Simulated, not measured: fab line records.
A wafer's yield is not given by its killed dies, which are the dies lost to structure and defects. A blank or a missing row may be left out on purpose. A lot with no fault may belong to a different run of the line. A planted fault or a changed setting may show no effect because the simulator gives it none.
fab line records ; flow n5Finfet
record lots=6; wafers=18; lastDay=17
route steps=1938 shown BEOL_M8@1338 PASSIVATION@1936
lots that met no fault: taken from a fault-free run of the same line
startH: hours from the record's opening day to when the first of the lot's shown wafers began ; waitH: hours from the lot's prior step to this one ; " repeats the value in the row above ; L1.1+2: a row that stands for several wafers ; - either no value or no given start ; * or withheld: withheld ; < > ~ a bound
route shown NAME@n: a module of which the file shows steps, and the number in the route of the first ; usual: mean/standard deviation of fault-free wafers ; same: alike in all rows ; chamber/n: place in a boat ; sites: readings site by site ; _std_site: the values' standard deviation ; _edge_site: the outer-site mean with the inner-site mean subtracted ; radiusMm: for every site, how far away it sits from the centre of the wafer ; mask NAME#n: copy n ; behind: the most recent tool/chamber to have shaped the wafer ; hold: reason for holding the lot/hours on hold/outcome of the hold ; device: whichever transistor did not switch (one of n, p or np) ; end of line: tests run on the same wafers once the route is complete ; for a step that has no rows: nothing shown but its recipe ; killed: dies lost to structure and defects at the first sort, not the wafer's yield ; map: the dies of a wafer, with x for killed, . for not killed, _ for no die there
set.NAME: the setting the step ran with; set.NAME@STEP: the setting that earlier step ran with ; model.NAME: the simulator's own value behind a step, which no gauge read
lots seen at some steps along the route; tables by step, rows by wafer
services: from which hour (startH, from the record's first day; less than 0 if before it) a tool's chamber was out of use, for how many hours, and why
## steps
# step N5_BEOL_M8_COAT_60
# recipe resist=SiARC; tempC=220; timeS=60; spinRpm=1500; resistThkNm=35
# step N5_BEOL_M8_COAT_05
# recipe resist=CAR-ArF; spinRpm=1500; resistThkNm=90
# step N5_BEOL_M8_EBR_07
# recipe solvent=PGMEA; ebrWidthMm=1.5
# step N5_BEOL_M8_SOFTBAKE_06
# recipe tempC=110; timeS=60; resist=CAR-ArF
# step N5_BEOL_M8_EXPOSE_08
# recipe maskId=M8; na=1.35; sourceShape=dipole; sigmaInner=0.817; sigmaOuter=0.97; polarization=te; doseMj=68.25
# step N5_BEOL_M8_PEB_09
# recipe pebTempC=withheld; pebTimeS=60; resist=CAR-ArF
# step N5_BEOL_M8_DEVELOP_10
# recipe developTimeS=30; developer=TMAH; resist=CAR-ArF; rinseLiquid=diw; dry=airSpin; devTempC=23
# step N5_BEOL_M8_CD_MEAS_11
# recipe targetCdNm=38.5; landingEnergyEv=500; detector=seInlens; polarity=opening
# usual cdNm=38.4/0.48
lot.wafer;tool;chamber;startH;waitH;cdNm
L738.2;cdSem-02;0;188.38;-;38.4
L738.3;cdSem-02;0;188.38;-;37.7
L738.5;cdSem-02;0;188.38;-;38.4
L743.3;cdSem-02;0;218.24;-;38.5
L743.5;cdSem-02;0;218.24;-;38.3
L743.6;cdSem-02;0;218.24;-;38.7
L746.2;cdSem-02;0;246.12;-;37.7
L746.3;cdSem-02;0;246.12;-;37.7
L746.5;cdSem-02;0;246.12;-;37.5
L754.1;cdSem-01;0;293.95;-;37.9
L754.3;cdSem-01;0;293.95;-;39.1
L754.4;cdSem-01;0;293.95;-;38.5
L755.2;cdSem-02;0;308.95;-;38.5
L755.3;cdSem-02;0;308.95;-;38.0
L755.6;cdSem-02;0;308.95;-;38.3
L758.1;cdSem-03;0;327.18;-;38.4
L758.4;cdSem-03;0;327.18;-;38.7
L758.5;cdSem-03;0;327.18;-;38.3
# step N5_BEOL_M8_OVL_MEAS_12
# recipe pointsPerWafer=44
# usual M8_OVL=0.0/0.72
lot.wafer;tool;chamber;startH;waitH;M8_OVL[nm]
L738.2;overlay-02;0;188.41;0.0;-1.6
L738.3;overlay-02;0;188.41;0.0;-1.3
L738.5;overlay-02;0;188.41;0.0;-1.3
L743.3;overlay-02;0;218.26;0.0;-1.3
L743.5;overlay-02;0;218.26;0.0;0.0
L743.6;overlay-02;0;218.26;0.0;0.4
L746.2;overlay-02;0;246.15;0.0;0.1
L746.3;overlay-02;0;246.15;0.0;-0.4
L746.5;overlay-02;0;246.15;0.0;-0.5
L754.1;overlay-02;0;293.98;0.0;0.2
L754.3;overlay-02;0;293.98;0.0;0.3
L754.4;overlay-02;0;293.98;0.0;-0.9
L755.2;overlay-01;0;308.98;0.0;-0.7
L755.3;overlay-01;0;308.98;0.0;-2.1
L755.6;overlay-01;0;308.98;0.0;-0.8
L758.1;overlay-01;0;327.21;0.0;-0.3
L758.4;overlay-01;0;327.21;0.0;-0.1
L758.5;overlay-01;0;327.21;0.0;0.0
# step N5_BEOL_M8_INSPECT_13
# recipe mode=adi; inspectInstrument=brightfield
# usual rawDefectCount=383/86
lot.wafer;tool;chamber;startH;waitH;rawDefectCount
L738.2;defectInspect-01;-;188.43;0.0;225
L738.3;defectInspect-01;-;188.43;0.0;319
L738.5;defectInspect-01;-;188.43;0.0;291
L743.3;defectInspect-02;-;218.29;0.0;395
L743.5;defectInspect-02;-;218.29;0.0;348
L743.6;defectInspect-02;-;218.29;0.0;524
L746.2;defectInspect-02;-;246.17;0.0;264
L746.3;defectInspect-02;-;246.17;0.0;346
L746.5;defectInspect-02;-;246.17;0.0;461
L754.1;defectInspect-02;-;294.01;0.0;318
L754.3;defectInspect-02;-;294.01;0.0;440
L754.4;defectInspect-02;-;294.01;0.0;420
L755.2;defectInspect-02;-;309.00;0.0;392
L755.3;defectInspect-02;-;309.00;0.0;404
L755.6;defectInspect-02;-;309.00;0.0;250
L758.1;defectInspect-02;-;327.23;0.0;441
L758.4;defectInspect-02;-;327.23;0.0;361
L758.5;defectInspect-02;-;327.23;0.0;434
# step N5_BEOL_M8_DESCUM_16
# recipe chemistry=O2; timeS=7.9; sourcePowerW=50; biasPowerW=20; pressureMtorr=20; rfFrequencyHz=2.712e+07; tempC=40; resist=CAR-ArF; o2FlowSccm=225
# usual drypumpMotorCurrentA=5.7/0.48; oesProductAu=0.82/0.078; rfFwdPowerW=49.42/0.2; rfVppV=243.0/1.5; showerheadPlenumPTorr=2.09/0.08; throttleValvePct=20.41/0.27
lot.wafer;tool;chamber;startH;waitH;drypumpMotorCurrentA;oesProductAu;rfFwdPowerW;rfHoursCounterH;rfVppV;showerheadPlenumPTorr;throttleValvePct
L738.2;rieDiel-06;0;188.47;0.0;5.7;0.84;49.65;63;246.5;2.22;20.24
L738.3;rieDiel-06;1;188.47;0.0;6.3;0.93;49.43;22;242.3;2.05;20.11
L738.5;rieDiel-06;1;188.47;0.0;6.3;0.92;49.47;-;242.3;2.05;20.14
L743.3;rieDiel-02;2;218.32;0.0;5.8;0.86;49.63;36;244.1;2.13;20.32
L743.5;rieDiel-02;1;218.32;0.0;6.3;0.77;49.59;-;241.4;2.02;20.33
L743.6;rieDiel-02;2;218.32;0.0;5.8;0.87;49.61;-;242.8;2.13;20.32
L746.2;rieDiel-02;2;246.30;0.1;5.8;0.85;49.50;47;243.5;2.13;20.33
L746.3;rieDiel-02;1;246.30;0.1;6.3;0.76;49.55;175;241.2;2.02;20.34
L746.5;rieDiel-02;0;246.30;0.1;5.5;0.86;49.61;-;246.1;2.22;20.42
L754.1;rieDiel-06;3;294.04;0.0;5.6;0.78;49.35;127;242.1;2.00;20.52
L754.3;rieDiel-06;1;294.04;0.0;6.3;0.87;49.40;52;240.9;2.04;20.18
L754.4;rieDiel-06;2;294.04;0.0;5.6;0.68;49.48;244;244.1;2.15;20.94
L755.2;rieDiel-02;2;309.19;0.2;5.8;0.83;49.26;69;243.3;2.12;20.36
L755.3;rieDiel-02;3;309.19;0.2;6.1;0.87;49.09;52;241.6;2.03;20.36
L755.6;rieDiel-02;1;309.19;0.2;6.3;0.74;49.15;-;241.2;2.01;20.36
L758.1;rieDiel-01;1;327.48;0.2;5.0;0.68;49.47;233;240.3;2.00;21.16
L758.4;rieDiel-01;0;327.48;0.2;4.7;0.99;49.75;1;243.0;2.04;19.92
L758.5;rieDiel-01;1;327.48;0.2;5.0;0.68;49.19;-;241.9;2.00;21.15
# step N5_BEOL_M8_ETCH_61
# recipe chemistry=CF4; target=SiARC; targetDepthA=455; maskMaterial=CAR-ArF; timeS=75.8; ionEnergyEv=80; pressureMtorr=40; sourceW=545; biasW=36; Ar_flow_sccm=100; cf4FlowSccm=100; ends=cleared
# usual biasW=36.02/0.12; drypumpMotorCurrentA=5.7/0.48; etchRfOnTimeS=74.4/1.8; oesProductAu=0.70/0.066; rfFwdPowerW=539.6/1.9; rfVppV=184.0/1.2; showerheadPlenumPTorr=2.14/0.077; throttleValvePct=15.59/0.2
lot.wafer;tool;chamber;startH;waitH;biasW;drypumpMotorCurrentA;etchRfOnTimeS;oesProductAu;rfFwdPowerW;rfHoursCounterH;rfVppV;showerheadPlenumPTorr;throttleValvePct
L738.2;rieDiel-06;0;188.50;0.0;35.90;5.7;72.3;0.74;541.8;63;184.0;2.26;15.41
L738.3;rieDiel-06;1;188.50;0.0;35.97;6.3;72.8;0.81;541.9;22;183.1;2.10;15.35
L738.5;rieDiel-06;1;188.50;0.0;36.00;6.3;72.6;0.80;541.8;-;184.5;2.10;15.35
L743.3;rieDiel-02;2;218.36;0.0;36.02;5.8;73.3;0.75;540.8;36;183.8;2.19;15.50
L743.5;rieDiel-02;1;218.36;0.0;36.12;6.3;75.0;0.66;540.0;-;182.8;2.07;15.53
L743.6;rieDiel-02;2;218.36;0.0;36.02;5.8;72.8;0.75;538.7;-;183.5;2.19;15.47
L746.2;rieDiel-02;2;246.33;0.0;35.98;5.8;74.0;0.73;535.4;47;184.9;2.19;15.52
L746.3;rieDiel-02;1;246.33;0.0;36.18;6.3;76.1;0.64;537.4;175;181.7;2.07;15.54
L746.5;rieDiel-02;0;246.33;0.0;36.07;5.5;73.4;0.73;539.9;-;185.3;2.27;15.53
L754.1;rieDiel-06;3;294.07;0.0;35.91;5.6;71.5;0.68;540.1;127;182.0;2.06;15.71
L754.3;rieDiel-06;1;294.07;0.0;35.86;6.3;71.6;0.75;540.7;52;183.2;2.09;15.39
L754.4;rieDiel-06;2;294.07;0.0;36.06;5.6;74.5;0.59;537.1;244;184.5;2.18;16.08
L755.2;rieDiel-02;2;309.23;0.0;36.03;5.8;74.0;0.70;540.2;69;183.5;2.18;15.56
L755.3;rieDiel-02;3;309.23;0.0;36.05;6.1;73.9;0.74;541.3;52;183.9;2.09;15.62
L755.6;rieDiel-02;1;309.23;0.0;35.84;6.4;75.2;0.63;539.0;-;185.2;2.06;15.60
L758.1;rieDiel-01;1;327.51;0.0;36.04;5.0;76.7;0.59;539.3;233;182.8;2.03;16.11
L758.4;rieDiel-01;0;327.51;0.0;35.95;4.7;75.4;0.84;539.4;1;184.0;2.10;15.17
L758.5;rieDiel-01;1;327.51;0.0;36.15;5.0;76.6;0.59;536.1;-;182.1;2.03;16.09
# step N5_BEOL_M8_ETCH_62
# recipe chemistry=N2/H2; target=SOC; targetDepthA=1100; overetchA=220; maskMaterial=SiARC; tempC=40; timeS=165; ionEnergyEv=200; pressureMtorr=30; sourceW=840; biasW=150; n2FlowSccm=200; h2FlowSccm=200
# usual biasW=150.1/0.44; drypumpMotorCurrentA=5.7/0.48; oesProductAu=0.69/0.063; rfFwdPowerW=837.6/2.6; rfVppV=523.6/2.7; showerheadPlenumPTorr=2.54/0.095; throttleValvePct=17.81/0.28
lot.wafer;tool;chamber;startH;waitH;biasW;drypumpMotorCurrentA;oesProductAu;rfFwdPowerW;rfHoursCounterH;rfVppV;showerheadPlenumPTorr;throttleValvePct;model.SiARC_of_BEOL_M8_COAT_60.thkNm
L738.2;rieDiel-06;0;188.56;0.0;150.3;5.7;0.71;837.5;64;527.9;2.69;17.57;28.2
L738.3;rieDiel-06;1;188.56;0.0;150.7;6.3;0.77;835.4;22;521.6;2.48;17.44;28.2
L738.5;rieDiel-06;1;188.56;0.0;150.2;6.3;0.78;835.2;-;522.4;2.48;17.43;28.2
L743.3;rieDiel-02;2;218.41;0.0;162.5;5.8;0.73;835.7;36;550.9;2.61;17.79;27.2
L743.5;rieDiel-02;1;218.41;0.0;162.8;6.3;0.65;843.0;-;547.8;2.44;17.66;27.8
L743.6;rieDiel-02;2;218.41;0.0;162.4;5.8;0.74;835.4;-;550.6;2.61;17.78;27.2
L746.2;rieDiel-02;2;246.39;0.0;161.7;5.8;0.71;834.7;47;550.2;2.60;17.81;27.4
L746.3;rieDiel-02;1;246.39;0.0;161.8;6.4;0.64;840.0;175;546.2;2.44;17.66;27.6
L746.5;rieDiel-02;0;246.39;0.0;161.5;5.5;0.72;839.1;-;554.2;2.69;17.83;27.4
L754.1;rieDiel-06;3;294.13;0.0;150.2;5.6;0.65;839.2;127;520.5;2.45;17.97;28
L754.3;rieDiel-06;1;294.13;0.0;150.5;6.2;0.73;837.6;52;522.5;2.47;17.47;27.8
L754.4;rieDiel-06;2;294.13;0.0;150.3;5.5;0.58;836.8;244;525.7;2.61;18.42;28.6
L755.2;rieDiel-02;2;309.28;0.0;149.5;5.8;0.69;839.9;69;525.0;2.59;17.85;27.8
L755.3;rieDiel-02;3;309.28;0.0;150.6;6.1;0.74;837.2;52;522.2;2.46;17.69;28.4
L755.6;rieDiel-02;1;309.28;0.0;149.8;6.4;0.62;833.9;-;520.5;2.43;17.72;28.6
L758.1;rieDiel-01;1;327.57;0.0;150.0;5.0;0.58;833.4;233;518.7;2.42;18.51;28.4
L758.4;rieDiel-01;0;327.57;0.0;150.2;4.7;0.83;842.8;1;523.8;2.51;17.45;28.4
L758.5;rieDiel-01;1;327.57;0.0;149.9;5.0;0.59;834.6;-;519.2;2.42;18.49;28.4
# step N5_BEOL_M8_STRIP_68
# recipe chemistry=N2/H2; tempC=40; n2FlowSccm=200; h2FlowSccm=200; rfFrequencyHz=6e+07
# step N5_PASSIVATION_PROBE_49
# usual defectLimitedYield=91.0/1.5; killed_at_M0_to_M3=34/11; killed_at_M4_up=14/5.3; killedAtContacts=13/7; killedAtFrontEnd=41/13; killedAtOther=4/3.1; killedDies=106/17; killedOpen=70/12; killedShort=35/8; sort_bin_4_leakage=0.00/0.007; sort_bin_5_function=5.2/0.98; sort_bin_6_memory=3.4/0.69; sort_bin_8_speed=0.00/0.007; sortNPass=1074/17; sortYieldPct=91.0/1.5
# same grossDies=1180; killedAtBackSide=0
lot.wafer;tool;chamber;startH;waitH;defectLimitedYield[%];killed_at_M0_to_M3;killed_at_M4_up;killedAtContacts;killedAtFrontEnd;killedAtOther;killedDies;killedOpen;killedShort;sort_bin_4_leakage[%];sort_bin_5_function[%];sort_bin_6_memory[%];sort_bin_8_speed[%];sortNPass;sortYieldPct[%]
L743.3;prober-01;-;286.83;0.1;89.6;30;17;11;60;5;123;87;36;0;7.1;3.1;0;1057;89.6
L743.5;prober-01;-;286.93;0.2;92.5;36;7;9;36;1;89;57;31;0;3.3;4.0;0;1091;92.5
L743.6;prober-01;-;286.98;0.3;91.2;32;9;23;37;3;104;68;35;0;5.1;3.1;0;1076;91.2
L746.2;prober-02;-;307.95;0.1;92.4;32;15;17;24;2;90;69;20;0;5.0;2.4;0;1090;92.4
L746.3;prober-02;-;308.00;0.1;91.8;31;12;23;30;1;97;63;28;0;4.3;3.3;0;1083;91.8
L746.5;prober-02;-;308.10;0.2;91.6;24;13;31;30;1;99;67;29;0;5.4;2.6;0;1081;91.6
L754.1;prober-02;-;368.21;0.0;91.4;34;16;11;37;3;101;68;29;0;5.2;3.0;0;1079;91.4
L754.3;prober-02;-;368.31;0.1;90.1;35;10;11;57;4;117;71;46;0;6.0;3.6;0;1063;90.1
L754.4;prober-02;-;368.36;0.2;91.4;40;9;9;37;6;101;69;32;0;5.3;3.1;0;1079;91.4
L755.2;prober-02;-;377.21;0.1;91.5;38;14;16;31;1;100;59;41;0;4.0;3.6;0;1080;91.5
L755.6;prober-02;-;377.41;0.3;91.1;41;11;19;32;2;105;72;33;0;4.9;3.6;0;1075;91.1
L758.5;prober-01;-;398.15;0.2;92.6;31;6;3;47;0;87;64;23;0;3.9;3.4;0;1093;92.6
# killed by level:class
L743.3 STI_FIN_REVEAL:geometricParticle:open=21 FIN_SAQP:geometricParticle:short=12 MOL_CONTACT_COAG:geometricParticle:open=11 FIN_SAQP:geometricParticle:open=9 BEOL_M2:geometricParticle:open=9 BEOL_M4:geometricParticle:open=8 BEOL_M0_SAQP:geometricParticle:open=5 BEOL_M0_SAQP:geometricParticle:short=5
L743.5 BEOL_M0_SAQP:geometricParticle:open=15 MOL_CONTACT_COAG:geometricParticle:open=8 BEOL_M0_SAQP:geometricParticle:short=8 FIN_SAQP:geometricParticle:short=6 STI_FIN_REVEAL:geometricParticle:open=6 BEOL_M2:geometricParticle:open=6 FIN_SAQP:geometricParticle:open=5 STARTING-WAFER:geometricParticle:short=4
L743.6 MOL_CONTACT_COAG:geometricParticle:open=17 STI_FIN_REVEAL:geometricParticle:open=12 BEOL_M0_SAQP:geometricParticle:open=9 BEOL_M0_SAQP:geometricParticle:short=7 BEOL_M2:geometricParticle:open=6 MOL_CONTACT_COAG:geometricParticle:short=5 BEOL_M2:geometricParticle:short=4 BEOL_M3:geometricParticle:open=4
L746.2 MOL_CONTACT_COAG:geometricParticle:open=13 BEOL_M1:geometricParticle:open=13 BEOL_M4:geometricParticle:open=9 FIN_SAQP:geometricParticle:open=5 BEOL_M3:geometricParticle:open=5 STI_FIN_REVEAL:geometricParticle:open=4 ILD0:geometricParticle:open=4 MOL_CONTACT_COAG:geometricParticle:short=4
L746.3 MOL_CONTACT_COAG:geometricParticle:open=23 BEOL_M0_SAQP:geometricParticle:open=8 GATE_CUT:geometricParticle:short=7 BEOL_M0_SAQP:geometricParticle:short=6 BEOL_M2:geometricParticle:open=5 BEOL_M0:geometricParticle:open=4 BEOL_M3:geometricParticle:open=4 STARTING-WAFER:geometricParticle:open=4
L746.5 MOL_CONTACT_COAG:geometricParticle:open=23 STI_FIN_REVEAL:geometricParticle:open=14 MOL_CONTACT_COAG:geometricParticle:short=8 BEOL_M0:geometricParticle:open=5 BEOL_M1:geometricParticle:open=5 STARTING-WAFER:geometricParticle:short=4 BEOL_M0_SAQP:geometricParticle:short=4 BEOL_M1:geometricParticle:short=4
L754.1 BEOL_M3:geometricParticle:open=12 MOL_CONTACT_COAG:geometricParticle:open=11 BEOL_M2:geometricParticle:open=9 BEOL_M4:geometricParticle:open=9 FIN_SAQP:geometricParticle:open=6 STARTING-WAFER:geometricParticle:short=6 FIN_SAQP:geometricParticle:short=3 GATE_CUT:geometricParticle:short=3
L754.3 FIN_SAQP:geometricParticle:short=12 MOL_CONTACT_COAG:geometricParticle:open=10 FIN_SAQP:geometricParticle:open=9 BEOL_M0_SAQP:geometricParticle:open=9 GATE_CUT:geometricParticle:short=7 BEOL_M3:geometricParticle:open=6 BEOL_M1:geometricParticle:open=5 BEOL_M2:geometricParticle:open=5
L754.4 BEOL_M2:geometricParticle:open=14 FIN_SAQP:geometricParticle:open=9 BEOL_M3:geometricParticle:open=9 STI_FIN_REVEAL:geometricParticle:open=8 MOL_CONTACT_COAG:geometricParticle:open=6 BEOL_M0_SAQP:geometricParticle:open=6 DUMMY_GATE:geometricParticle:open=4 ILD0:geometricParticle:short=4
L755.2 MOL_CONTACT_COAG:geometricParticle:open=14 BEOL_M2:geometricParticle:open=14 FIN_SAQP:geometricParticle:short=12 BEOL_M0_SAQP:geometricParticle:open=5 BEOL_M3:geometricParticle:open=5 BEOL_M4:geometricParticle:open=5 BEOL_M4:geometricParticle:short=5 FIN_SAQP:geometricParticle:open=4
L755.6 MOL_CONTACT_COAG:geometricParticle:open=17 BEOL_M2:geometricParticle:open=12 BEOL_M0_SAQP:geometricParticle:short=7 BEOL_M2:geometricParticle:short=6 BEOL_M0:geometricParticle:open=6 STARTING-WAFER:geometricParticle:open=6 FIN_SAQP:geometricParticle:short=5 FIN_SAQP:geometricParticle:open=4
L758.5 STI_FIN_REVEAL:geometricParticle:open=14 BEOL_M0_SAQP:geometricParticle:open=11 FIN_SAQP:geometricParticle:open=7 BEOL_M2:geometricParticle:open=6 FIN_SAQP:geometricParticle:short=5 BEOL_M0_SAQP:geometricParticle:short=5 BEOL_M1:geometricParticle:open=4 FIN_CUT:geometricParticle:short=3
## services
tool;chamber;startH;hours;kind
rieDiel-06;-;215.62;15.6;pm
rieDiel-02;2;235.45;2.4;repair
rieDiel-01;3;246.14;18.9;repair
rieDiel-01;2;299.37;5.1;repair
rieDiel-01;0;304.44;-;clean
rieDiel-01;0;304.44;-;consumableReplace:focusRing
rieDiel-01;0;304.44;18.2;scheduledDown
rieDiel-01;0;304.44;18.2;ventCycle
rieDiel-01;-;311.59;0.2;repair
rieDiel-06;2;312.32;-;clean
rieDiel-06;2;312.32;-;consumableReplace:focusRing
rieDiel-06;2;312.32;23.8;scheduledDown
rieDiel-06;2;312.32;23.8;ventCycle
## key
firstSign step=N5_BEOL_M8_ETCH_62; reading=biasW; direction=up; sigmas=28; usual=*; struck=*
effect step=N5_BEOL_M8_ETCH_62; reading=rfVppV; direction=up; sigmas=9.7; usual=523.6; struck=550.0
modelEffect step=N5_BEOL_M8_ETCH_62; value=SiARC_of_BEOL_M8_COAT_60.thkNm; without=28.17; struck=27.43
metAt N5_BEOL_M8_ETCH_62
struckWafers L743.3,L743.5,L743.6,L746.2,L746.3,L746.5
fault kind=processParameterDrift; tool=rieDiel-02; chamber=-; onsetH=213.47; steps=N5_BEOL_M8_ETCH_62; channel=biasW; offset=*; shape=step; endH=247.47; actsIn=*; stated=*
